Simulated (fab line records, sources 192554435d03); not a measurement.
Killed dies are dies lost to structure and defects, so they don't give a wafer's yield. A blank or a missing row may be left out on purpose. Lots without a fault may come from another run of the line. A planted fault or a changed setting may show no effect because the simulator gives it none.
fab line records | flow n5_finfet | part 1 of 2: steps 1 to 4 of 6
record lots=20 wafers=60 last_day=21
route steps=1938 shown BEOL_M10@1471
lots that met no fault: from a run of the same line without faults
start_h: hours from the record's first day to the start of the lot's first wafer shown | wait_h: hours since the lot's step before | " the same as in the row above | L1.1+2: a row that stands for several wafers | - no value, or no start given | * or withheld: withheld | < > ~ a bound
route shown NAME@n: a module of which the file shows steps, and the number in the route of the first | usual: mean/standard deviation of fault-free wafers | same: alike in all rows | chamber/n: place in a boat | sites: the reading at each site | _std_site: their standard deviation | _edge_site: outer sites' mean less inner sites' | radius_mm: how far each site lies from the wafer's centre | mask NAME#n: copy n | behind: the tool/chamber that last shaped the wafer | hold: why the lot was held/for how many hours/how that ended | device: the transistor (n, p or np) that didn't switch | end of line: the same wafers' tests at the end of the route | a step without rows: its recipe alone | killed: dies lost to structure and defects at the first sort, not the wafer's yield | map: a wafer's dies, x killed, . not, _ none there
set.NAME: the setting as run; set.NAME@STEP: as run at that earlier step | model.NAME: the simulator's own value behind a step, which no gauge read
steps of the route over a sample of lots; a table a step, a row a wafer
services: from which hour (start_h, from the record's first day; less than 0 if before it) a tool's chamber was out of use, for how many hours, and why
## steps
# step N5_BEOL_M10_CURE_71
# recipe temp_c=385 time_s=240 ambient=He/Ar material=SiCOH_lowk
# usual lamp_power_pct=52.32/0.059 wafer_temp_C_max=386.7/0.5
# columns lot.wafer tool chamber start_h wait_h lamp_power_pct wafer_temp_C_max
L074.1 uv_cure-03 2 291.46 0.0 52.40 386.0
L074.4 " 2 " " 52.21 386.7
L074.6 " 2 " " 52.27 386.4
L077.2 uv_cure-03 2 306.31 0.2 52.38 387.2
L077.3 " 2 " " 52.35 386.6
L077.5 " 2 " " 52.27 386.7
L075.2 uv_cure-02 1 314.13 0.1 52.38 386.9
L075.3 " 1 " " 52.38 386.7
L075.4 " 1 " " 52.38 386.6
L076.2 uv_cure-03 2 318.77 0.1 52.26 386.5
L076.4 " 2 " " 52.39 386.1
L076.6 " 2 " " 52.42 386.6
L078.2 uv_cure-03 0 327.53 0.1 52.23 386.3
L078.4 " 0 " " 52.33 386.5
L078.5 " 0 " " 52.32 385.7
L082.3 uv_cure-02 2 330.95 0.2 52.24 386.6
L082.4 " 2 " " 52.32 386.3
L082.6 " 2 " " 52.30 386.9
L079.4 uv_cure-01 2 336.57 0.3 52.26 386.9
L079.5 " 2 " " 52.28 386.9
L079.6 " 2 " " 52.30 386.8
L086.2 uv_cure-02 2 364.92 3.2 52.38 386.9
L086.3 " 2 " " 52.43 386.5
L086.4 " 2 " " 52.31 386.1
L081.3 uv_cure-02 2 374.82 1.3 52.26 387.1
L081.5 " 2 " " 52.31 387.4
L081.6 " 2 " " 52.40 387.1
L084.1 uv_cure-02 0 375.92 0.9 52.22 387.6
L084.4 " 0 " " 52.44 387.5
L084.5 " 0 " " 52.37 388.0
L085.2 uv_cure-02 0 389.22 0.1 52.26 386.6
L085.3 " 0 " " 52.35 388.4
L085.4 " 0 " " 52.28 386.9
L090.3 uv_cure-03 2 391.12 0.2 52.30 386.4
L090.4 " 2 " " 52.25 386.1
L090.6 " 2 " " 52.42 385.8
L089.1 uv_cure-03 1 403.12 0.0 52.28 386.3
L089.2 " 1 " " 52.32 386.9
L089.4 " 1 " " 52.33 386.4
L088.2 uv_cure-03 1 403.98 0.6 52.32 386.0
L088.5 " 1 " " 52.33 386.8
L088.6 " 1 " " 52.32 386.2
L087.1 uv_cure-02 0 405.74 0.0 52.28 386.7
L087.2 " 0 " " 52.31 386.8
L087.6 " 0 " " 52.23 387.1
L091.3 uv_cure-03 0 410.67 0.2 52.34 386.2
L091.4 " 0 " " 52.28 386.5
L091.5 " 0 " " 52.37 386.0
L092.2 uv_cure-02 0 414.03 0.3 52.32 387.0
L092.3 " 0 " " 52.39 387.0
L092.5 " 0 " " 52.32 386.8
L094.2 uv_cure-02 2 416.40 0.1 52.29 386.4
L094.3 " 2 " " 52.23 387.2
L094.4 " 2 " " 52.28 387.1
L095.1 uv_cure-02 0 439.25 0.1 52.34 387.6
L095.2 " 0 " " 52.29 387.5
L095.6 " 0 " " 52.37 386.8
L097.4 uv_cure-02 1 445.99 0.5 52.35 386.6
L097.5 " 1 " " 52.25 386.5
L097.6 " 1 " " 52.28 385.7
# step N5_BEOL_M10_PECVD_70
# recipe material=SiO2 target_thk_a=200 temp_c=400 precursor=TEOS/O2 pressure_torr=5.5 rf_w=450 teos_flow_sccm=53.8 gas=O2 flow_sccm=3000 time_s=22.7
# usual heater_power_w=744/76 showerhead_plenum_p_Torr=8.77/0.056 throttle_valve_pct=22.8/1.6
# columns lot.wafer tool chamber start_h wait_h heater_power_w showerhead_plenum_p_Torr throttle_valve_pct
L074.1 pecvd-02 2 292.49 0.0 830 8.71 21.1
L074.4 " 0 " " 600 8.76 21.3
L074.6 " 1 " " 683 8.81 22.9
L077.2 pecvd-03 0 306.78 0.0 573 8.85 24.1
L077.3 " 2 " " 675 8.73 21.4
L077.5 " 1 " " 800 8.70 23.1
L075.2 pecvd-02 2 314.60 0.0 848 8.71 20.6
L075.3 " 0 " " 624 8.78 21.4
L075.4 " 1 " " 808 8.81 23.1
L076.2 pecvd-02 1 319.24 0.0 815 8.82 23.1
L076.4 " 2 " " 888 8.71 21.0
L076.6 " 0 " " 635 8.78 21.5
L078.2 pecvd-02 0 328.00 0.0 634 8.78 21.5
L078.4 " 1 " " 792 8.81 22.9
L078.5 " 0 " " 618 8.79 21.7
L082.3 pecvd-03 2 331.33 0.0 762 8.71 21.4
L082.4 " 1 " " 745 8.70 22.7
L082.6 " 0 " " 631 8.87 24.3
L079.4 pecvd-02 0 336.90 0.1 666 8.75 21.7
L079.5 " 1 " " 731 8.84 22.9
L079.6 " 2 " " 893 8.72 20.8
L086.2 pecvd-03 1 365.39 0.0 770 8.70 22.9
L086.3 " 0 " " 698 8.87 24.0
L086.4 " 0 " " 701 8.87 23.9
L081.3 pecvd-02 0 375.21 0.0 658 8.76 21.5
L081.5 " 0 " " 674 8.75 21.4
L081.6 " 1 " " 727 8.80 23.1
L084.1 pecvd-03 2 376.47 0.0 748 8.73 21.6
L084.4 " 2 " " 740 8.72 21.5
L084.5 " 0 " " 722 8.87 24.4
L085.2 pecvd-04 1 389.69 0.0 733 8.80 25.6
L085.3 " 0 " " 716 8.80 24.9
L085.4 " 1 " " 756 8.82 25.6
L090.3 pecvd-04 2 391.51 0.0 859 8.73 20.7
L090.4 " 1 " " 649 8.80 25.8
L090.6 " 0 " " 777 8.79 24.9
L089.1 pecvd-03 0 403.67 0.0 625 8.88 23.8
L089.2 " 1 " " 746 8.70 22.9
L089.4 " 0 " " 650 8.86 24.0
L088.2 pecvd-04 0 404.45 0.0 754 8.80 24.8
L088.5 " 2 " " 833 8.72 20.9
L088.6 " 0 " " 740 8.79 25.2
L087.1 pecvd-04 0 406.29 0.0 802 8.82 25.2
L087.2 " 1 " " 688 8.84 25.7
L087.6 " 1 " " 677 8.84 25.5
L091.3 pecvd-02 2 411.08 0.1 757 8.70 21.5
L091.4 " 0 " " 690 8.77 21.4
L091.5 " 0 " " 663 8.77 21.3
L092.2 pecvd-03 1 414.50 0.0 740 8.71 23.0
L092.3 " 2 " " 721 8.76 21.4
L092.5 " 0 " " 630 8.87 24.3
L094.2 pecvd-02 1 416.87 0.0 831 8.81 21.0
L094.3 " 2 " " 872 8.72 21.2
L094.4 " 0 " " 652 8.76 21.4
L095.1 pecvd-04 0 439.80 0.0 799 8.81 25.0
L095.2 " 2 " " 874 8.73 20.9
L095.6 " 2 " " 854 8.72 21.2
L097.4 pecvd-03 1 446.32 0.1 799 8.69 22.9
L097.5 " 2 " " 810 8.71 21.4
L097.6 " 0 " " 678 8.85 24.3
# step N5_BEOL_M10_ETCH_61
# recipe chemistry=CF4 target=SiARC target_depth_a=390 mask_material=CAR-ArF time_s=65 ion_energy_ev=80 pressure_mtorr=40 source_w=545 bias_w=36 Ar_flow_sccm=100 cf4_flow_sccm=100 ends=cleared
# usual bias_w=35.99/0.11 chamber_pressure_mTorr=40.00/0.031 drypump_motor_current_A=5.67/0.21 etch_rf_on_time_s=65.1/2.3 oes_product_au=0.68/0.073 rf_vpp_V=183.8/1 showerhead_plenum_p_Torr=2.11/0.063 throttle_valve_pct=15.64/0.26
# columns lot.wafer tool chamber start_h wait_h bias_w chamber_pressure_mTorr drypump_motor_current_A etch_rf_on_time_s oes_product_au rf_hours_counter_h rf_vpp_V showerhead_plenum_p_Torr throttle_valve_pct
L074.1 rie_diel-04 2 293.87 0.0 36.13 39.98 5.40 64.3 0.80 16 185.4 2.19 15.34
L074.4 " 0 " " 36.00 39.99 5.88 63.5 0.75 49 183.5 2.09 15.65
L074.6 " 0 " " 36.05 40.04 5.87 63.7 0.75 - 183.8 2.09 15.66
L077.2 rie_diel-01 1 307.86 0.0 36.01 40.03 5.56 65.8 0.67 113 184.9 2.23 15.69
L077.3 " 2 " " 36.01 39.97 5.65 69.6 0.59 206 183.6 2.12 16.07
L077.5 " 0 " " 35.97 40.04 5.76 64.7 0.67 - 182.9 2.07 15.66
L075.2 rie_diel-04 0 317.59 0.0 35.94 39.97 5.85 63.3 0.74 57 183.9 2.09 15.68
L075.3 " 1 " " 35.89 40.03 5.87 62.9 0.77 44 182.3 2.07 15.32
L075.4 " 3 " " 36.13 40.04 5.25 69.0 0.59 211 184.8 2.19 16.00
L076.2 rie_diel-04 2 321.04 0.0 35.90 40.05 5.42 64.3 0.78 26 185.2 2.18 15.36
L076.4 " 1 " " 36.00 40.01 5.87 63.5 0.77 44 184.2 2.07 15.32
L076.6 " 1 " " 36.10 40.04 5.96 63.1 0.76 - 183.5 2.07 15.31
L078.2 rie_diel-01 2 329.99 0.0 36.00 39.99 5.65 68.4 0.60 214 183.1 2.12 16.09
L078.4 " 1 " " 35.97 39.99 5.57 64.4 0.67 121 185.9 2.23 15.70
L078.5 " 1 " " 35.92 39.96 5.55 64.3 0.68 - 186.8 2.23 15.71
L082.3 rie_diel-04 0 334.31 0.0 36.01 40.03 5.85 62.8 0.73 61 183.6 2.08 15.68
L082.4 " 1 " " 36.01 40.02 5.92 62.2 0.76 - 183.2 2.07 15.33
L082.6 " 3 " " 35.97 40.01 5.25 67.5 0.60 - 184.0 2.19 16.02
L079.4 rie_diel-04 2 338.91 0.0 35.86 40.00 5.42 65.3 0.78 30 185.4 2.18 15.36
L079.5 " 2 " " 35.95 40.04 5.43 64.7 0.78 - 185.4 2.18 15.37
L079.6 " 3 " " 36.03 40.07 5.23 69.2 0.58 - 185.3 2.19 16.04
L086.2 rie_diel-01 1 366.07 0.0 36.01 40.05 5.52 64.5 0.66 133 184.7 2.23 15.74
L086.3 " 3 " " 36.00 40.04 5.85 65.7 0.73 50 181.9 2.10 15.34
L086.4 " 0 " " 36.10 40.00 5.73 64.1 0.66 154 183.4 2.07 15.71
L081.3 rie_diel-04 3 377.63 0.0 36.12 40.06 5.23 67.2 0.59 230 184.5 2.18 16.07
L081.5 " 0 " " 36.06 39.95 5.88 62.4 0.72 - 185.0 2.08 15.70
L081.6 " 3 " " 36.01 40.04 5.25 66.9 0.58 - 183.9 2.18 16.04
L084.1 rie_diel-04 1 377.88 0.0 36.10 40.00 5.91 62.5 0.74 63 183.6 2.06 15.35
L084.4 " 2 " " 36.13 39.97 5.39 65.0 0.74 43 184.3 2.18 15.40
L084.5 " 0 " " 36.01 40.00 5.86 63.0 0.72 - 183.4 2.08 15.71
L085.2 rie_diel-01 2 390.64 0.0 36.01 39.96 5.64 70.8 0.57 235 183.2 2.11 16.14
L085.3 " 3 " " 35.87 40.06 5.86 66.3 0.72 58 183.4 2.10 15.35
L085.4 " 0 " " 35.80 40.01 5.73 64.7 0.65 162 183.5 2.06 15.72
L090.3 rie_diel-01 0 393.23 0.0 36.11 40.02 5.73 64.4 0.65 163 182.7 2.06 15.72
L090.4 " 1 " " 35.77 40.01 5.55 65.6 0.65 142 186.0 2.23 15.77
L090.6 " 0 " " 36.03 40.02 5.74 64.8 0.65 - 183.7 2.06 15.72
L089.1 rie_diel-03 0 404.82 0.0 35.99 40.01 5.51 61.0 0.77 25 183.7 2.09 15.29
L089.2 " 3 " " 35.87 39.97 5.63 67.1 0.62 207 183.2 2.04 15.72
L089.4 " 3 " " 36.07 40.07 5.65 67.1 0.61 - 184.1 2.04 15.71
L088.2 rie_diel-03 3 406.44 0.0 35.76 39.97 5.65 67.2 0.62 208 183.6 2.04 15.72
L088.5 " 0 " " 36.03 39.96 5.54 61.9 0.77 - 183.8 2.09 15.29
L088.6 " 3 " " 36.04 39.97 5.65 67.3 0.62 - 183.5 2.04 15.71
L087.1 rie_diel-04 1 407.33 0.0 35.95 40.03 5.90 64.2 0.73 73 184.1 2.06 15.37
L087.2 " 2 " " 35.78 40.02 5.41 65.9 0.74 54 184.7 2.17 15.42
L087.6 " 0 " " 35.98 40.03 5.85 64.3 0.70 - 182.3 2.08 15.72
L091.3 rie_diel-04 2 412.42 0.0 35.89 40.02 5.43 65.1 0.74 56 183.2 2.17 15.42
L091.4 " 1 " " 36.17 40.00 5.94 62.8 0.72 - 185.2 2.06 15.38
L091.5 " 2 " " 36.02 39.98 5.43 64.8 0.73 - 184.0 2.17 15.43
L092.2 rie_diel-03 0 418.11 0.0 35.97 40.01 5.50 61.9 0.76 31 185.5 2.09 15.29
L092.3 " 2 " " 36.08 40.03 5.96 64.5 0.84 0 184.9 2.18 15.35
L092.5 " 3 " " 35.89 40.00 5.64 67.1 0.61 - 182.2 2.04 15.73
L094.2 rie_diel-01 2 418.73 0.0 36.15 40.00 5.63 70.5 0.57 247 183.6 2.11 16.16
L094.3 " 1 " " 35.95 40.03 5.53 65.4 0.65 149 184.5 2.22 15.77
L094.4 " 0 " " 35.83 40.06 5.75 64.3 0.65 174 182.2 2.06 15.74
L095.1 rie_diel-03 0 442.70 0.0 36.02 39.98 5.52 61.9 0.75 41 183.5 2.09 15.34
L095.2 " 2 " " 36.07 39.98 5.99 63.8 0.79 10 185.1 2.18 15.33
L095.6 " 3 " " 35.96 40.01 5.59 67.8 0.60 - 183.5 2.03 15.75
L097.4 rie_diel-01 3 448.49 0.0 36.02 39.96 5.84 66.0 0.69 - 182.9 2.09 15.38
L097.5 " 1 " " 36.02 40.02 5.55 65.7 0.64 - 185.0 2.22 15.79
L097.6 " 0 " " 36.12 40.02 5.74 64.1 0.64 - 182.7 2.05 15.76
# step N5_BEOL_M10_CD_MEAS_18
# recipe pitch_nm=140 target_cd_nm=70
# usual cd_nm=69.7/0.77
# columns lot.wafer tool chamber start_h wait_h cd_nm
L074.1 cd_sem-01 - 294.40 0.0 70.6
L074.4 " - " " 69.8
L074.6 " - " " 70.3
L077.2 cd_sem-01 - 308.27 0.1 70.2
L077.3 " - " " 67.9
L077.5 " - " " 69.8
L075.2 cd_sem-02 - 318.00 0.1 69.5
L075.3 " - " " 69.1
L075.4 " - " " 68.7
L076.2 cd_sem-01 - 321.52 0.1 69.3
L076.4 " - " " 69.9
L076.6 " - " " 69.9
L078.2 cd_sem-03 - 330.41 0.1 70.2
L078.4 " - " " 69.4
L078.5 " - " " 68.6
L082.3 cd_sem-02 - 334.73 0.1 70.7
L082.4 " - " " 71.0
L082.6 " - " " 71.0
L079.4 cd_sem-03 - 339.33 0.0 69.8
L079.5 " - " " 70.4
L079.6 " - " " 69.1
L086.2 cd_sem-02 - 366.49 0.1 69.0
L086.3 " - " " 69.7
L086.4 " - " " 69.5
L081.3 cd_sem-02 - 378.09 0.1 69.0
L081.5 " - " " 70.2
L081.6 " - " " 69.7
L084.1 cd_sem-02 - 378.36 0.0 70.6
L084.4 " - " " 70.5
L084.5 " - " " 70.2
L085.2 cd_sem-02 - 391.06 0.1 69.9
L085.3 " - " " 69.7
L085.4 " - " " 69.1
L090.3 cd_sem-03 - 393.66 0.1 70.1
L090.4 " - " " 70.1
L090.6 " - " " 70.7
L089.1 cd_sem-01 - 405.39 0.0 70.0
L089.2 " - " " 68.4
L089.4 " - " " 69.5
L088.2 cd_sem-01 - 407.06 0.1 69.7
L088.5 " - " " 70.2
L088.6 " - " " 68.7
L087.1 cd_sem-01 - 407.75 0.0 70.1
L087.2 " - " " 69.4
L087.6 " - " " 69.7
L091.3 cd_sem-01 - 412.84 0.1 70.6
L091.4 " - " " 70.5
L091.5 " - " " 70.0
L092.2 cd_sem-03 - 418.55 0.1 70.7
L092.3 " - " " 69.1
L092.5 " - " " 68.6
L094.2 cd_sem-01 - 419.15 0.1 69.5
L094.3 " - " " 68.9
L094.4 " - " " 69.1
L095.1 cd_sem-02 - 443.11 0.0 69.9
L095.2 " - " " 69.8
L095.6 " - " " 70.8
L097.4 cd_sem-02 - 448.89 0.1 69.7
L097.5 " - " " 70.7
L097.6 " - " " 70.9
